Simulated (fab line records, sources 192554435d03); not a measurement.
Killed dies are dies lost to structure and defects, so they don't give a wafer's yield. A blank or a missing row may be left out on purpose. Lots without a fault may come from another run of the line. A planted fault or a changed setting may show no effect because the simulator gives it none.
Chamber matching | flow n5_finfet | N5_BEOL_M1_ETCH_64 on rie_diel-03: 4 sister chambers
The step etches SOC in N2/H2, target depth 75 nm, overetch 15 nm, time 112.5 s. 18 wafers are shown with their chamber, then 9 later ones without.

WAFERS WITH THEIR CHAMBER
wafer  | chamber | drypump_motor_current_A (A) | showerhead_plenum_p_Torr (Torr) | throttle_valve_pct (%)
L074.2 | 0       | 5.9                         | 2.55                            | 18.02
L074.3 | 3       | 5.4                         | 2.62                            | 17.86
L074.4 | 2       | 5.1                         | 2.43                            | 17.50
L075.3 | 1       | 6.1                         | 2.52                            | 17.83
L075.5 | 0       | 6.0                         | 2.55                            | 18.01
L075.6 | 3       | 5.4                         | 2.62                            | 17.88
L076.2 | 3       | 5.4                         | 2.62                            | 17.88
L076.5 | 1       | 6.1                         | 2.52                            | 17.81
L076.6 | 2       | 5.0                         | 2.42                            | 17.53
L080.1 | 1       | 6.1                         | 2.51                            | 17.83
L080.4 | 3       | 5.4                         | 2.62                            | 17.88
L080.5 | 0       | 5.9                         | 2.55                            | 18.03
L087.2 | 0       | 5.9                         | 2.55                            | 18.04
L087.3 | 2       | 5.0                         | 2.42                            | 17.55
L087.6 | 3       | 5.4                         | 2.61                            | 17.91
L091.1 | 1       | 6.1                         | 2.50                            | 17.86
L091.3 | 3       | 5.4                         | 2.61                            | 17.91
L091.4 | 0       | 5.9                         | 2.54                            | 18.06

SIGNATURES (means of the wafers above)
reading                  | chamber 0 | chamber 1 | chamber 2 | chamber 3 | scatter within a chamber
drypump_motor_current_A  | 5.920     | 6.100     | 5.033     | 5.400     | 0.0324
showerhead_plenum_p_Torr | 2.5480    | 2.5125    | 2.4233    | 2.6167    | 0.0063
throttle_valve_pct       | 18.0320   | 17.8325   | 17.5267   | 17.8867   | 0.0206
Rule: a wafer's distance from a chamber is the root of the sum, over the readings, of the square of ((its reading less the chamber's mean) divided by the reading's scatter). The wafer belongs to the nearest chamber; if the next one is less than 2 further off, it can't be placed. The scatter: the root of (the sum of the squares of (reading less its chamber's mean) over the shown wafers, divided by (wafers less chambers)).

WAFERS WITHOUT THEIR CHAMBER
wafer  | drypump_motor_current_A (A) | showerhead_plenum_p_Torr (Torr) | throttle_valve_pct (%)
L089.1 | 6.1                         | 2.50                            | 17.86
L089.4 | 5.0                         | 2.41                            | 17.57
L089.6 | 5.0                         | 2.41                            | 17.58
L094.2 | 5.9                         | 2.54                            | 18.08
L094.3 | 5.1                         | 2.41                            | 17.56
L094.5 | 5.9                         | 2.54                            | 18.09
L096.2 | 5.9                         | 2.54                            | 18.08
L096.3 | 5.0                         | 2.41                            | 17.59
L096.4 | 6.1                         | 2.50                            | 17.90

WHICH CHAMBER EACH WENT THROUGH
wafer  | from the rows above | in truth
L089.1 | 1                   | 1
L089.4 | 2                   | 2
L089.6 | 2                   | 2
L094.2 | 0                   | 0
L094.3 | 2                   | 2
L094.5 | 0                   | 0
L096.2 | 0                   | 0
L096.3 | 2                   | 2
L096.4 | 1                   | 1
Placed correctly: 9 of 9. Can't be placed from these rows: 0. Placed wrongly: 0.
